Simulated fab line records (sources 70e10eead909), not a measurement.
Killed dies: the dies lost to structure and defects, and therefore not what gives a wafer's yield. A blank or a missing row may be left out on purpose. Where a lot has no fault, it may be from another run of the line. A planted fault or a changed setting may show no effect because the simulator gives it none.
Which of the tools did it?    flow nand harc    42 wafers from 14 lots sampled at 4 of the route's 1159 steps

## WHAT EACH GAUGE READ, for each wafer
No reading from a measuring or inspecting step in the record can be judged against a usual standard deviation.

## EACH LOT AND THE TOOL THAT RAN IT (in order: tool; ch and the chambers of the sampled wafers; start)
lot   NHARC_A_BLC_PVD_32                       NHARC_A_M0_DESCUM_14                NHARC_A_M0_ETCH_34                  NHARC_A_M0_ETCH_15
L196  pvd sputter-01, day 17 10:33 or earlier  rie diel-05 ch 2,3, day 17 10:33    rie diel-05 ch 2,3, day 17 10:38    rie diel-05 ch 0,2,3, day 17 10:44
L198  pvd sputter-01, day 17 17:52 or earlier  rie diel-12 ch 0,1,2, day 17 17:52  rie diel-12 ch 0,3, day 17 17:56    rie diel-12 ch 1,2,3, day 17 18:02
L197  pvd sputter-01, day 17 19:03 or earlier  rie diel-05 ch 0,1,3, day 17 19:03  rie diel-05 ch 0,1,3, day 17 19:08  rie diel-05 ch 0,1,3, day 17 19:13
L200  pvd sputter-02, day 17 22:12 or earlier  rie diel-05 ch 0,2,3, day 17 22:12  rie diel-05 ch 1,2,3, day 17 22:17  rie diel-05 ch 0,2, day 17 22:23
L201  pvd sputter-02, day 18 13:22 or earlier  rie diel-10 ch 1,2,3, day 18 13:22  rie diel-10 ch 2,3, day 18 13:27    rie diel-10 ch 0,1, day 18 13:33
L202  pvd sputter-03, day 18 16:52 or earlier  rie diel-12 ch 1,2,3, day 18 16:52  rie diel-12 ch 0,2,3, day 18 16:57  rie diel-12 ch 0,2,3, day 18 17:02
L203  pvd sputter-02, day 19 01:19 or earlier  rie diel-10 ch 0,1,3, day 19 01:19  rie diel-10 ch 1,2, day 19 01:23    rie diel-10 ch 0,2, day 19 01:28
L204  pvd sputter-02, day 19 10:07 or earlier  rie diel-12 ch 0,1, day 19 10:07    rie diel-12 ch 2,3, day 19 10:13    rie diel-12 ch 0,1,3, day 19 10:18
L208  pvd sputter-01, day 20 10:08 or earlier  rie diel-12 ch 0,3, day 20 10:08    rie diel-12 ch 0,3, day 20 10:15    rie diel-12 ch 0,1,3, day 20 10:21
L209  pvd sputter-02, day 20 10:41 or earlier  rie diel-12 ch 1,3, day 20 10:41    rie diel-12 ch 1,3, day 20 10:49    rie diel-12 ch 0,1,3, day 20 10:54
L215  pvd sputter-02, day 22 11:20 or earlier  rie diel-05 ch 1,2,3, day 22 11:20  rie diel-05 ch 0,2,3, day 22 11:26  rie diel-05 ch 1,2,3, day 22 11:31
L217  pvd sputter-03, day 22 19:44 or earlier  rie diel-10 ch 0,1, day 22 19:44    rie diel-10 ch 0,1,3, day 22 19:51  rie diel-10 ch 0,1, day 22 19:58
L216  pvd sputter-01, day 23 00:20 or earlier  rie diel-05 ch 0,1, day 23 00:20    rie diel-05 ch 0,1,3, day 23 00:26  rie diel-05 ch 0,2,3, day 23 00:31
L218  pvd sputter-01, day 23 13:50 or earlier  rie diel-10 ch 1,3, day 23 13:50    rie diel-10 ch 1,3, day 23 13:55    rie diel-10 ch 1,2, day 23 14:01
- NHARC_A_BLC_PVD_32: deposits Ti, target thk 5 nm, time 17.7 s.
- NHARC_A_M0_DESCUM_14: chemistry O2, time 3 s.
- NHARC_A_M0_ETCH_34: etches the open film in N2/H2, target depth 40 nm, overetch 12 nm, time 43.94 s.
- NHARC_A_M0_ETCH_15: etches the open film in C4F8/Ar, target depth 150 nm, overetch 15 nm, time 82.5 s.

## WHAT THE TOOLS THEMSELVES READ (means of the sampled wafers that have a number; where no wafer has one, the mark that the record gives instead)
NHARC_A_BLC_PVD_32.
lot   tool            throttle valve pct (%)
L196  pvd sputter-01  31.0
L198  pvd sputter-01  31.5
L197  pvd sputter-01  29.2
L200  pvd sputter-02  30.1
L201  pvd sputter-02  30.1
L202  pvd sputter-03  30.1
L203  pvd sputter-02  30.1
L204  pvd sputter-02  30.9
L208  pvd sputter-01  29.6
L209  pvd sputter-02  30.5
L215  pvd sputter-02  30.2
L217  pvd sputter-03  30.0
L216  pvd sputter-01  30.6
L218  pvd sputter-01  30.2

NHARC_A_M0_DESCUM_14.
lot   tool         drypump motor current A (A)  oes product au (a.u.)  rf vpp V (V)  showerhead plenum p Torr (Torr)  throttle valve pct (%)
L196  rie diel-05  5.7                          1.002                  58.2          2.01                             11.322
L198  rie diel-12  5.9                          0.995                  57.4          1.87                             11.304
L197  rie diel-05  5.5                          1.006                  57.4          1.90                             11.307
L200  rie diel-05  5.8                          1.001                  57.8          1.94                             11.309
L201  rie diel-10  5.7                          1.005                  57.4          1.85                             11.309
L202  rie diel-12  6.1                          1.005                  58.0          1.93                             11.300
L203  rie diel-10  5.6                          1.003                  58.1          1.91                             11.317
L204  rie diel-12  5.7                          1.007                  56.9          1.80                             11.317
L208  rie diel-12  6.1                          0.998                  57.5          1.84                             11.310
L209  rie diel-12  5.7                          1.006                  57.3          1.87                             11.303
L215  rie diel-05  5.6                          1.006                  58.6          1.92                             11.312
L217  rie diel-10  5.6                          1.001                  57.9          1.98                             11.314
L216  rie diel-05  5.6                          0.994                  59.0          1.83                             11.301
L218  rie diel-10  5.7                          0.999                  57.7          1.83                             11.312

NHARC_A_M0_ETCH_34.
lot   tool         drypump motor current A (A)  oes product au (a.u.)  rf vpp V (V)  run length s (s)  showerhead plenum p Torr (Torr)  throttle valve pct (%)
L196  rie diel-05  5.9                          1.000                  432.5         64.8              2.09                             14.175
L198  rie diel-12  6.2                          0.998                  429.8         65.5              2.02                             14.172
L197  rie diel-05  5.5                          1.006                  430.0         65.0              2.02                             14.178
L200  rie diel-05  5.6                          1.006                  430.7         65.1              2.05                             14.177
L201  rie diel-10  5.9                          1.013                  426.9         64.9              1.92                             14.178
L202  rie diel-12  6.3                          0.998                  430.4         65.1              2.04                             14.173
L203  rie diel-10  5.7                          1.000                  428.6         64.8              1.99                             14.170
L204  rie diel-12  6.4                          1.002                  432.1         64.9              2.12                             14.174
L208  rie diel-12  6.1                          1.005                  428.7         65.4              1.96                             14.171
L209  rie diel-12  6.1                          1.011                  430.1         65.2              2.04                             14.173
L215  rie diel-05  5.8                          1.008                  430.4         64.9              2.07                             14.172
L217  rie diel-10  5.6                          1.005                  430.5         64.9              2.03                             14.170
L216  rie diel-05  5.5                          1.000                  431.0         65.1              2.02                             14.161
L218  rie diel-10  5.4                          1.010                  430.6         64.6              2.01                             14.168

NHARC_A_M0_ETCH_15.
lot   tool         oes product au (a.u.)  rf vpp V (V)  run length s (s)
L196  rie diel-05  0.970                  442.0         103.4
L198  rie diel-12  0.969                  440.9         103.6
L197  rie diel-05  0.962                  440.0         104.1
L200  rie diel-05  0.965                  440.3         103.7
L201  rie diel-10  0.985                  443.0         103.6
L202  rie diel-12  0.968                  440.3         103.8
L203  rie diel-10  0.973                  441.2         103.9
L204  rie diel-12  0.960                  439.5         103.9
L208  rie diel-12  0.927                  437.9         102.0
L209  rie diel-12  0.956                  440.1         102.0
L215  rie diel-05  0.970                  441.6         104.0
L217  rie diel-10  0.930                  442.4         103.7
L216  rie diel-05  0.975                  441.3         103.5
L218  rie diel-10  0.987                  440.3         103.3

## THE ANSWER, worked out from the rows above alone
Rule: what is usual is taken from the lots themselves. Put in order of their means at a reading, lots are off if they are a third of the lots or fewer, leave a main group of 4 or more, and stand apart from it by a gap of 3 or more times the standard deviation of the main group's means; of several such gaps the widest counts. A main group whose means are all the same, to the digits that the tables above print for the reading, isn't used. A lot without any number at a reading at which 4 lots or more have one is off too. All remaining lots with rows at the step are treated as sound. After the gauges, taken in route order, come the tools' own readings; for these a lot's mean is taken, as printed above. The first step at which some lot is off is used, and at that step the reading that is off furthest; a lot without a number counts as furthest.
Off at NHARC_A_M0_ETCH_15 (run length s): L208, L209. Mean 103.7 s and standard deviation 0.23 in the main group.
A tool fits if, at that step or a process step before it, it ran every lot that is off, and no sound lot after the first of them. With no start given for some of its lots, NHARC_A_BLC_PVD_32 uses the hours and lot order of NHARC_A_M0_DESCUM_14. One candidate fits, namely rie diel-12 at NHARC_A_M0_DESCUM_14 and NHARC_A_M0_ETCH_34 and NHARC_A_M0_ETCH_15. At NHARC_A_M0_DESCUM_14 its last sound lot is L204 (day 19 10:07), its first lot that is off L208 (day 20 10:08): a fault that began between those two fits.

## WHAT THE SIMULATOR PUT IN
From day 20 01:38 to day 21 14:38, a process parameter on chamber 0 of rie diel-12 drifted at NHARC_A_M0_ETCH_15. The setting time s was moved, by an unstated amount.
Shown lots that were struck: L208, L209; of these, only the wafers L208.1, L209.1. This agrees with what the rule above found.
